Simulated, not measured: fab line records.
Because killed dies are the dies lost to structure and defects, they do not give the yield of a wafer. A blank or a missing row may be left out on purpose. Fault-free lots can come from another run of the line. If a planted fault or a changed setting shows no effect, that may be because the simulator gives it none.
What tool caused it? -- flow nandHarc -- 12 lots with 36 wafers sampled at 3 steps, on a route of 1159 steps

WHAT THE GAUGES READ, wafer by wafer
NHARC_A_SGD_CUT_OVL_MEAS_10.
lot,measured,on,overlayXNm (nm)
L074,day 14 12:26,overlay-01,-0.5 -0.6 -0.8
L079,day 14 18:58,overlay-01,-0.4 -0.4 -0.7
L077,day 15 02:59,overlay-01,0.7 0.7 1.0
L081,day 15 05:34,overlay-01,1.0 1.6 1.3
L084,day 16 17:28,overlay-02,-0.8 -0.9 -0.9
L086,day 16 16:53,overlay-02,-1.2 -1.8 -1.6
L085,day 16 17:18,overlay-02,0.9 0.2 0.6
L087,day 17 11:39,overlay-01,-1.2 -0.9 -0.5
L092,day 18 13:56,overlay-01,-0.3 -0.6 0.3
L094,day 18 11:54,overlay-02,-1.0 -1.2 -0.6
L095,day 19 09:39,overlay-02,0.9 1.1 0.8
L097,day 19 14:13,overlay-02,-0.5 0.0 -0.1

WHICH TOOL RAN EACH LOT (tool, then ch and the chambers of the sampled wafers, then the start)
lot,NHARC_A_STAIRCASE_ETCH_313,NHARC_A_STAIRCASE_DEP_417
L074,"rieDiel-08 ch 0,1,2, day 12 13:14","pecvd-01 ch 0,1, day 12 17:31"
L079,"rieDiel-07 ch 0,2,3, day 12 21:17","pecvd-02 ch 1,2, day 13 01:43"
L077,"rieDiel-08 ch 0,1,3, day 13 00:56","pecvd-01 ch 0,1,2, day 13 05:40"
L081,"rieDiel-08 ch 1,3, day 13 07:01","pecvd-01 ch 0,1,2, day 13 11:05"
L084,"rieDiel-07 ch 2,3, day 14 13:28","pecvd-03 ch 0,1, day 14 17:38"
L086,"rieDiel-08 ch 1,2,3, day 14 20:50","pecvd-03 ch 1,2, day 15 02:35"
L085,"rieDiel-07 ch 0,1,3, day 15 01:32","pecvd-03 ch 0,1,2, day 15 05:38"
L087,"rieDiel-07 ch 1,2,3, day 15 14:14","pecvd-01 ch 0,1,2, day 15 18:46"
L092,"rieDiel-08 ch 0,1,2, day 16 11:15","pecvd-03 ch 1,2, day 16 18:35"
L094,"rieDiel-01 ch 2,3, day 16 18:13","pecvd-03 ch 1,2, day 16 22:34"
L095,"rieDiel-01 ch 0,2,3, day 17 08:11","pecvd-01 ch 0,1,2, day 17 12:29"
L097,"rieDiel-08 ch 0,1,3, day 17 16:44","pecvd-03 ch 0,2, day 17 20:51"
- NHARC_A_STAIRCASE_ETCH_313: etches the open film in CF4/CHF3.
- NHARC_A_STAIRCASE_DEP_417: deposits Si3N4, target thk 60 nm.

THE ANSWER, worked out from the rows above alone
Rule: what is usual is taken from the lots themselves. Put in order of their means at a reading, lots are off if they are a third of the lots or fewer, leave a main group of 4 or more, and stand apart from it by a gap of 3 or more times the standard deviation of the main group's means; of several such gaps the widest counts. If all means in a main group match to the digits the tables above print for the reading, that group is not used. Also off: a lot with no number at a reading for which 4 or more lots have one. The other lots that the step has rows for count as sound.
Nothing can be told from this: no lot is off at any reading shown.

WHAT THE SIMULATOR HAD PUT IN
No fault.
